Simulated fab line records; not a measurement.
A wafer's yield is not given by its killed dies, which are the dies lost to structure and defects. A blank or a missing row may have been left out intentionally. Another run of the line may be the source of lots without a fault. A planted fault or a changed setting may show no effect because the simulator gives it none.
Chamber matching | flow nand-harc | rie-diel-11 running NHARC_P_GATE_DESCUM_31: 4 sister chambers
The step chemistry O2, time 3 s. 4 wafers are shown with their chamber, then 12 later ones without.

== WAFERS WITH THEIR CHAMBER ==
wafer  | chamber | drypump-motor-current-A (A)
L086.4 | 2       | 6.6
L086.2 | 1       | 4.9
L086.5 | 0       | 5.7
L086.6 | 3       | 5.5

== WAFERS MISSING THEIR CHAMBER ==
wafer  | drypump-motor-current-A (A)
L092.4 | 5.5
L092.5 | 6.6
L092.6 | 4.9
L093.1 | 4.9
L093.4 | 5.6
L093.5 | 5.5
L094.1 | 5.5
L094.4 | 6.6
L094.5 | 4.9
L097.1 | 5.5
L097.3 | 6.6
L097.4 | 4.9

== THE CHAMBER EACH PASSED THROUGH ==
wafer  | from the rows above     | in truth
L092.4 | 3                       | 3
L092.5 | 2                       | 2
L092.6 | 1                       | 1
L093.1 | 1                       | 1
L093.4 | can't be placed: 3 or 0 | 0
L093.5 | 3                       | 3
L094.1 | 3                       | 3
L094.4 | 2                       | 2
L094.5 | 1                       | 1
L097.1 | 3                       | 3
L097.3 | 2                       | 2
L097.4 | 1                       | 1
Placed correctly: 11 of 12. Not placeable from these rows: 1 (in 1, the candidates include the true chamber). Number placed wrongly: 0.
How it was worked out, from the rows above alone: a wafer's distance from a chamber is the root of the sum, over the readings, of the square of ((its reading less the chamber's mean) divided by the reading's scatter). The wafer belongs to the nearest chamber; if the next one is less than 2 further off, it can't be placed. For every chamber, the mean is computed from those of its wafers that are shown. The scatter (one wafer shown for each chamber): square how far every hidden wafer sits from the nearest shown wafer, average those squares and take the square root.
